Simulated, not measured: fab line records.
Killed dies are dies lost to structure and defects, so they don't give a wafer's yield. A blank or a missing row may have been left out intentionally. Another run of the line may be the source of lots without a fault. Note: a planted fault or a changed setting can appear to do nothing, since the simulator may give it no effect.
Matching of chambers :: flow n5Finfet :: uvCure-01 running N5_BEOL_M10_CURE_71: 3 sister chambers
The step cures SiCOH lowk, time 240 s. 6 wafers are shown with their chamber, then 7 later ones without.

## EACH WAFER AND ITS CHAMBER
wafer: L080.5
chamber: 0
lampPowerPct (%): 52.30
wafer_temp_C_max: 386.4

wafer: L080.6
chamber: 0
lampPowerPct (%): 52.21
wafer_temp_C_max: 386.6

wafer: L090.4
chamber: 2
lampPowerPct (%): 52.29
wafer_temp_C_max: 386.8

wafer: L090.5
chamber: 2
lampPowerPct (%): 52.24
wafer_temp_C_max: 386.4

wafer: L093.2
chamber: 1
lampPowerPct (%): 52.30
wafer_temp_C_max: 386.0

wafer: L093.5
chamber: 1
lampPowerPct (%): 52.29
wafer_temp_C_max: 386.7

## WAFERS WHOSE CHAMBER IS MISSING
wafer: L093.6
lampPowerPct (%): 52.29
wafer_temp_C_max: 386.2

wafer: L095.3
lampPowerPct (%): 52.41
wafer_temp_C_max: 386.7

wafer: L095.5
lampPowerPct (%): 52.23
wafer_temp_C_max: 387.3

wafer: L095.6
lampPowerPct (%): 52.26
wafer_temp_C_max: 387.2

wafer: L097.2
lampPowerPct (%): 52.34
wafer_temp_C_max: 386.6

wafer: L097.4
lampPowerPct (%): 52.33
wafer_temp_C_max: 386.7

wafer: L097.5
lampPowerPct (%): 52.29
wafer_temp_C_max: 386.9

## WHICH CHAMBER EACH WENT THROUGH
wafer: L093.6
from the rows above: can't be placed: 1 or 0 or 2
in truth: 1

wafer: L095.3
from the rows above: can't be placed: 1 or 2 or 0
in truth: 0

wafer: L095.5
from the rows above: can't be placed: 2 or 0 or 1
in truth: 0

wafer: L095.6
from the rows above: can't be placed: 2 or 0 or 1
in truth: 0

wafer: L097.2
from the rows above: can't be placed: 1 or 2 or 0
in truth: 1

wafer: L097.4
from the rows above: can't be placed: 1 or 2 or 0
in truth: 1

wafer: L097.5
from the rows above: can't be placed: 2 or 0 or 1
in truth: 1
0 of 7 placed correctly. From these rows, 7 cannot be placed; in 7 the true chamber is one of the candidates. 0 placed wrongly.
How it was worked out, from the rows above alone: a wafer's distance from a chamber is the root of the sum, over the readings, of the square of ((its reading less the chamber's mean) divided by the reading's scatter). If the next closest chamber is less than 2 further off than the closest, the wafer can't be placed; otherwise it belongs to the closest. The mean given for a chamber averages the wafers shown for that chamber. How the scatter is found: for the shown wafers, subtract from each reading the mean of its chamber, square and add these, divide the total by (wafers less chambers), then take the root.
